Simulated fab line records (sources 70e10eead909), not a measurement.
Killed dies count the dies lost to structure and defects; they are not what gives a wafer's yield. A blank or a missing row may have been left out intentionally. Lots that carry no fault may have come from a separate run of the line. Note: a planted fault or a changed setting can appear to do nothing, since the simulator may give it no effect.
Chamber matching :: flow nandHarc :: rieDiel-03 running NHARC_P_GATE_DESCUM_13: 4 sister chambers
The step chemistry O2, time 3 s. 18 wafers are shown with their chamber, then 9 later ones without.

## EACH WAFER AND ITS CHAMBER
wafer: L076.4
chamber: 3
drypumpMotorCurrentA (A): 4.8
oesProductAu (a.u.): 0.991
throttleValvePct (%): 11.299

wafer: L076.5
chamber: 2
drypumpMotorCurrentA (A): 6.1
oesProductAu (a.u.): 1.000
throttleValvePct (%): 11.316

wafer: L076.6
chamber: 3
drypumpMotorCurrentA (A): 4.8
oesProductAu (a.u.): 1.006
throttleValvePct (%): 11.319

wafer: L084.1
chamber: 3
drypumpMotorCurrentA (A): 4.8
oesProductAu (a.u.): 0.995
throttleValvePct (%): 11.315

wafer: L084.5
chamber: 1
drypumpMotorCurrentA (A): 5.8
oesProductAu (a.u.): 1.005
throttleValvePct (%): 11.306

wafer: L084.6
chamber: 2
drypumpMotorCurrentA (A): 6.0
oesProductAu (a.u.): 0.983
throttleValvePct (%): 11.311

wafer: L083.1
chamber: 3
drypumpMotorCurrentA (A): 4.8
oesProductAu (a.u.): 1.010
throttleValvePct (%): 11.317

wafer: L083.4
chamber: 2
drypumpMotorCurrentA (A): 6.1
oesProductAu (a.u.): 1.004
throttleValvePct (%): 11.320

wafer: L083.6
chamber: 0
drypumpMotorCurrentA (A): 5.5
oesProductAu (a.u.): 0.996
throttleValvePct (%): 11.300

wafer: L086.3
chamber: 1
drypumpMotorCurrentA (A): 5.8
oesProductAu (a.u.): 1.003
throttleValvePct (%): 11.325

wafer: L086.4
chamber: 3
drypumpMotorCurrentA (A): 4.8
oesProductAu (a.u.): 0.998
throttleValvePct (%): 11.310

wafer: L086.6
chamber: 2
drypumpMotorCurrentA (A): 6.1
oesProductAu (a.u.): 0.993
throttleValvePct (%): 11.310

wafer: L088.2
chamber: 2
drypumpMotorCurrentA (A): 6.1
oesProductAu (a.u.): 1.001
throttleValvePct (%): 11.310

wafer: L088.5
chamber: 0
drypumpMotorCurrentA (A): 5.5
oesProductAu (a.u.): 0.996
throttleValvePct (%): 11.309

wafer: L088.6
chamber: 1
drypumpMotorCurrentA (A): 5.8
oesProductAu (a.u.): 1.004
throttleValvePct (%): 11.314

wafer: L090.1
chamber: 2
drypumpMotorCurrentA (A): 6.0
oesProductAu (a.u.): 1.004
throttleValvePct (%): 11.305

wafer: L090.2
chamber: 3
drypumpMotorCurrentA (A): 4.8
oesProductAu (a.u.): 1.003
throttleValvePct (%): 11.325

wafer: L090.6
chamber: 2
drypumpMotorCurrentA (A): 6.1
oesProductAu (a.u.): 1.003
throttleValvePct (%): 11.300

SIGNATURES (means of the wafers above)
reading: drypumpMotorCurrentA
chamber 0: 5.500
chamber 1: 5.800
chamber 2: 6.071
chamber 3: 4.800
scatter within a chamber: 0.0319

reading: oesProductAu
chamber 0: 0.99600
chamber 1: 1.00400
chamber 2: 0.99829
chamber 3: 1.00050
scatter within a chamber: 0.00663

reading: throttleValvePct
chamber 0: 11.30450
chamber 1: 11.31500
chamber 2: 11.31029
chamber 3: 11.31417
scatter within a chamber: 0.00793
Rule: a wafer's distance from a chamber is the root of the sum, over the readings, of the square of ((its reading less the chamber's mean) divided by the reading's scatter). If the next closest chamber is less than 2 further off than the closest, the wafer can't be placed; otherwise it belongs to the closest. The scatter: the root of (the sum of the squares of (reading less its chamber's mean) over the shown wafers, divided by (wafers less chambers)).

## WAFERS MISSING THEIR CHAMBER
wafer: L091.2
drypumpMotorCurrentA (A): 5.8
oesProductAu (a.u.): 1.009
throttleValvePct (%): 11.301

wafer: L091.3
drypumpMotorCurrentA (A): 5.5
oesProductAu (a.u.): 1.001
throttleValvePct (%): 11.317

wafer: L091.5
drypumpMotorCurrentA (A): 5.8
oesProductAu (a.u.): 1.017
throttleValvePct (%): 11.309

wafer: L096.2
drypumpMotorCurrentA (A): 5.5
oesProductAu (a.u.): 0.995
throttleValvePct (%): 11.304

wafer: L096.5
drypumpMotorCurrentA (A): 6.1
oesProductAu (a.u.): 0.991
throttleValvePct (%): 11.310

wafer: L096.6
drypumpMotorCurrentA (A): 4.8
oesProductAu (a.u.): 1.003
throttleValvePct (%): 11.323

wafer: L097.1
drypumpMotorCurrentA (A): 5.8
oesProductAu (a.u.): 1.014
throttleValvePct (%): 11.313

wafer: L097.2
drypumpMotorCurrentA (A): 4.8
oesProductAu (a.u.): 1.006
throttleValvePct (%): 11.312

wafer: L097.5
drypumpMotorCurrentA (A): 4.8
oesProductAu (a.u.): 1.008
throttleValvePct (%): 11.301

## CHAMBER TAKEN BY EACH
wafer: L091.2
from the rows above: 1
in truth: 1

wafer: L091.3
from the rows above: 0
in truth: 0

wafer: L091.5
from the rows above: 1
in truth: 1

wafer: L096.2
from the rows above: 0
in truth: 0

wafer: L096.5
from the rows above: 2
in truth: 2

wafer: L096.6
from the rows above: 3
in truth: 3

wafer: L097.1
from the rows above: 1
in truth: 1

wafer: L097.2
from the rows above: 3
in truth: 3

wafer: L097.5
from the rows above: 3
in truth: 3
Correct placement for 9 of the 9. Not placeable from these rows: 0. Wrongly placed: 0.
